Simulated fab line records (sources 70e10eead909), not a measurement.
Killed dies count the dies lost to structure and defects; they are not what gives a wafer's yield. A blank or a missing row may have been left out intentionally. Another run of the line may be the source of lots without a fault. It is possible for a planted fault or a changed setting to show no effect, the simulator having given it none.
Which tool did it? | flow nand harc | Sampling: 6 lots, 18 wafers, 3 of 1302 route steps

== WHAT EACH GAUGE READ, for each wafer ==
NHARC_A_SOURCE_PLATE_THK_MEAS_06: measures by ellipsometry.
lot  | measured     | on            | thk nm (nm)
L493 | day 8 11:41  | film metro-02 | 202.1 200.1 200.6
L497 | day 10 13:52 | film metro-02 | 201.1 200.8 200.6
L501 | day 11 22:47 | film metro-01 | 198.1 196.3 197.6
L505 | day 13 16:37 | film metro-01 | 284.4 285.6 284.9
L513 | day 16 13:50 | film metro-02 | 199.0 199.2 197.7
L514 | day 17 04:11 | film metro-02 | 197.0 197.2 198.1

== EACH LOT AND THE TOOL THAT RAN IT (in order: tool; ch and the chambers of the sampled wafers; start) ==
lot  | NHARC_P_BONDPAD_DESCUM_11          | NHARC_A_SOURCE_PLATE_CVD_03
L493 | rie diel-02 ch 1,3, day 7 10:23    | lpcvd poly-04 ch 0, day 8 01:16
L497 | rie diel-09 ch 0,2,3, day 9 11:03  | lpcvd poly-04 ch 0, day 10 03:04
L501 | rie diel-11 ch 0,2,3, day 10 18:13 | lpcvd poly-04 ch 0, day 11 10:17
L505 | rie diel-02 ch 0,1, day 12 13:03   | lpcvd poly-02 ch 0, day 13 03:49
L513 | rie diel-09 ch 0,1,3, day 15 12:01 | lpcvd poly-02 ch 0, day 16 03:20
L514 | rie diel-11 ch 0,1,3, day 16 00:58 | lpcvd poly-01 ch 0, day 16 15:34
- NHARC_P_BONDPAD_DESCUM_11: chemistry O2, time 3 s.
- NHARC_A_SOURCE_PLATE_CVD_03: deposits poly-Si, target thk 200 nm, time 4000 s.

== THE ANSWER, worked out from the rows above alone ==
Rule: what is usual is taken from the lots themselves. The widest of any qualifying gaps counts: lots, ordered by their means at a reading, are off when they make up no more than a third of the lots, leave a main group of 4 or more, and stand apart from it by 3 or more times the standard deviation of that group's means. A main group is skipped when, at the precision printed for the reading in the tables above, its means are all equal. A lot without any number at a reading at which 4 lots or more have one is off too. Where the step has rows for the other lots, those lots are counted as sound.
Off at NHARC_A_SOURCE_PLATE_THK_MEAS_06 (thk nm): L505. Main group: mean 199.0 nm, sd 1.6.
A tool fits if, at a process step before that reading, it ran every lot that is off, and no sound lot after the first of them. Gauges at NHARC_A_SOURCE_PLATE_THK_MEAS_06: tried the same way as those tools. Can't be told from this: 2 tools fit, rie diel-02 at NHARC_P_BONDPAD_DESCUM_11, film metro-01 at NHARC_A_SOURCE_PLATE_THK_MEAS_06.

== WHAT HAD BEEN PUT IN BY THE SIMULATOR ==
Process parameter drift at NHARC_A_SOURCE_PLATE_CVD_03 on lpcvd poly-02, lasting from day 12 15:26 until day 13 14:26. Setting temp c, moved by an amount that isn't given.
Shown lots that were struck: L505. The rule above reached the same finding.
